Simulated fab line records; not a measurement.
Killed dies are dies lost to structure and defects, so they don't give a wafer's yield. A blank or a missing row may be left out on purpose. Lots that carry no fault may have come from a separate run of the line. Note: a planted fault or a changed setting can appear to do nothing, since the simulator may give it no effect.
Split-lot study    flow n5-finfet    7 lots, 21 wafers read, on a route of 1938 steps

ABOUT THE SPLIT
At N5_BEOL_M2_PECVD_72 (deposits SiO2 from TEOS/O2, target thk 16 nm, time 18 s), the setting temp-c was moved away from the recipe's 400 C on 7 of the 21 wafers read, by -3.2% to +3.9%. The other wafers ran this setting at the recipe's value.

The reading is taken at the split's own step.

THE READING
SiO2_of_BEOL_M2_PECVD_72.thk-nm (the simulator's own value, which no gauge read), in nm, at N5_BEOL_M2_PECVD_72 (deposits SiO2 from TEOS/O2, target thk 16 nm, time 18 s). There is no usual value for it anywhere in the file. Across the 14 wafers here that went through the recipe, the average is 16.1 nm and the standard deviation 0.2 nm.

wafer   tool, chamber at the split  temp-c as run, C  against the recipe  SiO2_of_BEOL_M2_PECVD_72.thk-nm, nm  against lot-mates on the recipe
L074.3  pecvd-01, 0                 400               recipe              15.8                                 -
L074.6  pecvd-01, 0                 400               recipe              15.8                                 -
L074.4  pecvd-01, 1                 411.9             +3.0%               14.8                                 -1.0
L078.3  pecvd-03, 0                 400               recipe              16                                   -
L078.4  pecvd-03, 0                 400               recipe              16.2                                 -
L078.5  pecvd-03, 1                 400               recipe              16.4                                 -
L080.1  pecvd-01, 1                 400               recipe              16                                   -
L080.5  pecvd-01, 2,0               400               recipe              16.2                                 -
L080.6  pecvd-01, 2,0               400               recipe              16.2                                 -
L083.1  pecvd-04, 0                 387.3             -3.2%               17.4                                 +1.2
L083.4  pecvd-04, 0,1               400               recipe              16.2                                 -
L083.5  pecvd-04, 0,1               400               recipe              16.2                                 -
L084.3  pecvd-03, 2                 392.8             -1.8%               16.6                                 no lot-mate on the recipe
L084.4  pecvd-03, 2                 392.8             -1.8%               16.8                                 no lot-mate on the recipe
L084.5  pecvd-03, 0                 392.8             -1.8%               17                                   no lot-mate on the recipe
L093.2  pecvd-01, 1                 400               recipe              16                                   -
L093.4  pecvd-01, 1                 400               recipe              16.2                                 -
L093.6  pecvd-01, 1                 400               recipe              16.4                                 -
L094.2  pecvd-01, 2                 400               recipe              15.8                                 -
L094.5  pecvd-01, 1                 415.5             +3.9%               14.4                                 -1.4
L094.6  pecvd-01, 2                 415.5             +3.9%               14.2                                 -1.6
Rows listing several chambers each stand for several wafers; the file does not say which wafer went through which chamber.

FIT RESULTS
A straight line over all 21 wafers: SiO2_of_BEOL_M2_PECVD_72.thk-nm changes by -0.437 nm for each +1% of temp-c; r = -0.97; the points scatter about the line by 0.19 nm.
The same after taking each lot's own level away (the mean of its wafers on the recipe; 18 wafers): -0.376 nm for each +1%; r = -0.98; scatter 0.12 nm.
The reading moves by 1.5 nm for the largest change in temp-c, on that fit.
Measured against the standard deviation above, the lots' own levels, which go from 15.80 to 16.20 nm, span 2.0 times it.
So the slope is not independent of the lot-to-lot level: the two fits are not the same.
Check: for one of the wafers moved furthest among these (+3.9%), held out of the fit, the line's prediction against its lot-mates is -1.48 nm. It came out at -1.4 nm against them.

FURTHER SPLITS ON THESE WAFERS
Other splits were also applied to these wafers ahead of the reading. Each is held against what the fit with the lots' levels taken away leaves over:
other split on the same wafers  wafers away from the commonest value  r with SiO2_of_BEOL_M2_PECVD_72.thk-nm (lot level and that fit taken away)
N5_BEOL_M1_COAT_22 spin-rpm     10                                    -0.13

THE FILE'S OWN FIT
SiO2_of_BEOL_M2_PECVD_72.thk-nm changes by -0.371 nm for each +1% of temp-c, r = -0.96.
